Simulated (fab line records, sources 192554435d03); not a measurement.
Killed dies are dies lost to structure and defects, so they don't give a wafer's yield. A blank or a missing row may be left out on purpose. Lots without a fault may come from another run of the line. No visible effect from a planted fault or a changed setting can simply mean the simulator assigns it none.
Lot-split experiment / flow n5Finfet / route with 1938 steps; 7 lots, 21 wafers read

ABOUT THE SPLIT
At N5_HKMG_FIN_ETCH_35 (etches SOC in N2/H2, target depth 215.8 nm, time 243.4 s), the setting biasW was moved away from the recipe's 5 W on 5 of the 21 wafers read, by -12.0% to +17.4%. For the rest of the wafers, this setting stayed at what the recipe calls for.

The split's own step is where the reading is taken.

THE READING
rfVppV, in V, at N5_HKMG_FIN_ETCH_35 (etches SOC in N2/H2, target depth 215.8 nm, time 243.4 s). Fault-free wafers of this fab line usually give 141.4 V, standard deviation 1.1 V.

wafer=L074.2; tool, chamber at the split=rieDiel-03, 1; biasW as run, W=4.401; against the recipe=-12.0%; rfVppV, V=129.8; against lot-mates on the recipe=-11.6
wafer=L074.3; tool, chamber at the split=rieDiel-03, 0; biasW as run, W=5; against the recipe=recipe; rfVppV, V=141.1; against lot-mates on the recipe=-
wafer=L074.5; tool, chamber at the split=rieDiel-03, 3; biasW as run, W=5; against the recipe=recipe; rfVppV, V=141.7; against lot-mates on the recipe=-
wafer=L080.2; tool, chamber at the split=rieDiel-01, 1; biasW as run, W=5; against the recipe=recipe; rfVppV, V=142.5; against lot-mates on the recipe=-
wafer=L080.5; tool, chamber at the split=rieDiel-01, 3; biasW as run, W=5; against the recipe=recipe; rfVppV, V=141.2; against lot-mates on the recipe=-
wafer=L080.6; tool, chamber at the split=rieDiel-01, 0; biasW as run, W=5; against the recipe=recipe; rfVppV, V=139.9; against lot-mates on the recipe=-
wafer=L082.1; tool, chamber at the split=rieDiel-03, 2; biasW as run, W=5; against the recipe=recipe; rfVppV, V=142.0; against lot-mates on the recipe=-
wafer=L082.2; tool, chamber at the split=rieDiel-03, 1; biasW as run, W=5; against the recipe=recipe; rfVppV, V=141.2; against lot-mates on the recipe=-
wafer=L082.5; tool, chamber at the split=rieDiel-03, 2; biasW as run, W=5; against the recipe=recipe; rfVppV, V=139.7; against lot-mates on the recipe=-
wafer=L084.1; tool, chamber at the split=rieDiel-03, 3; biasW as run, W=5; against the recipe=recipe; rfVppV, V=142.4; against lot-mates on the recipe=-
wafer=L084.2; tool, chamber at the split=rieDiel-03, 2; biasW as run, W=5; against the recipe=recipe; rfVppV, V=141.9; against lot-mates on the recipe=-
wafer=L084.3; tool, chamber at the split=rieDiel-03, 1; biasW as run, W=5; against the recipe=recipe; rfVppV, V=140.4; against lot-mates on the recipe=-
wafer=L087.1; tool, chamber at the split=rieDiel-01, 3; biasW as run, W=5.87; against the recipe=+17.4%; rfVppV, V=157.0; against lot-mates on the recipe=+14.8
wafer=L087.3; tool, chamber at the split=rieDiel-01, 1; biasW as run, W=5; against the recipe=recipe; rfVppV, V=142.2; against lot-mates on the recipe=-
wafer=L087.6; tool, chamber at the split=rieDiel-01, 1; biasW as run, W=5.87; against the recipe=+17.4%; rfVppV, V=157.6; against lot-mates on the recipe=+15.4
wafer=L089.1; tool, chamber at the split=rieDiel-03, 0; biasW as run, W=5; against the recipe=recipe; rfVppV, V=141.8; against lot-mates on the recipe=-
wafer=L089.4; tool, chamber at the split=rieDiel-03, 3; biasW as run, W=5.407; against the recipe=+8.1%; rfVppV, V=146.5; against lot-mates on the recipe=+4.7
wafer=L089.6; tool, chamber at the split=rieDiel-03, 3; biasW as run, W=5.407; against the recipe=+8.1%; rfVppV, V=148.0; against lot-mates on the recipe=+6.2
wafer=L092.1; tool, chamber at the split=rieDiel-01, 3; biasW as run, W=5; against the recipe=recipe; rfVppV, V=142.1; against lot-mates on the recipe=-
wafer=L092.2; tool, chamber at the split=rieDiel-01, 0; biasW as run, W=5; against the recipe=recipe; rfVppV, V=142.0; against lot-mates on the recipe=-
wafer=L092.4; tool, chamber at the split=rieDiel-01, 2; biasW as run, W=5; against the recipe=recipe; rfVppV, V=144.7; against lot-mates on the recipe=-

THE FIT
A straight line over all 21 wafers: rfVppV changes by +0.89 V for each +1% of biasW; r = +0.98; the points scatter about the line by 1.2 V.
The same after taking each lot's own level away (the mean of its wafers on the recipe; 21 wafers): +0.863 V for each +1%; r = +0.98; scatter 1 V.
The reading moves by 15 V for the largest change in biasW, on that fit.
From 140.97 to 142.93 V: that is the span of the lots' own levels, equal to 1.8 times the standard deviation above.
So the lot-to-lot level changes the slope little: the two slopes agree.
Check: +14.8 V against its lot-mates is what the line predicts for one of the wafers moved furthest among these (+17.4%) when that wafer is left out of the fit. Against them it came out at +14.8 V.
Tool readings at the split's step, against how far the setting was moved: rfVppV r = +0.98.

OTHER SPLITS ON THESE WAFERS
Other splits were also applied to these wafers ahead of the reading. Each is held against what the fit with the lots' levels taken away leaves over:
other split on the same wafers=N5_ZERO_LAYER_PECVD_02 timeS; wafers away from the commonest value=6; r with rfVppV (lot level and that fit taken away)=+0.39
other split on the same wafers=N5_WELL_APT_EXPOSE_05 doseMj; wafers away from the commonest value=8; r with rfVppV (lot level and that fit taken away)=-0.05
other split on the same wafers=N5_WELL_APT_DEVELOP_07 developTimeS; wafers away from the commonest value=4; r with rfVppV (lot level and that fit taken away)=+0.05
other split on the same wafers=N5_DUMMY_GATE_COAT_09 spinRpm; wafers away from the commonest value=6; r with rfVppV (lot level and that fit taken away)=+0.19
other split on the same wafers=N5_SD_EPI_N_DESCUM_14 timeS; wafers away from the commonest value=6; r with rfVppV (lot level and that fit taken away)=+0.14
other split on the same wafers=N5_SDB_ETCH_18 timeS; wafers away from the commonest value=7; r with rfVppV (lot level and that fit taken away)=-0.61

THE FILE'S OWN FIT
rfVppV changes by +0.867 V for each +1% of biasW, r = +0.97.
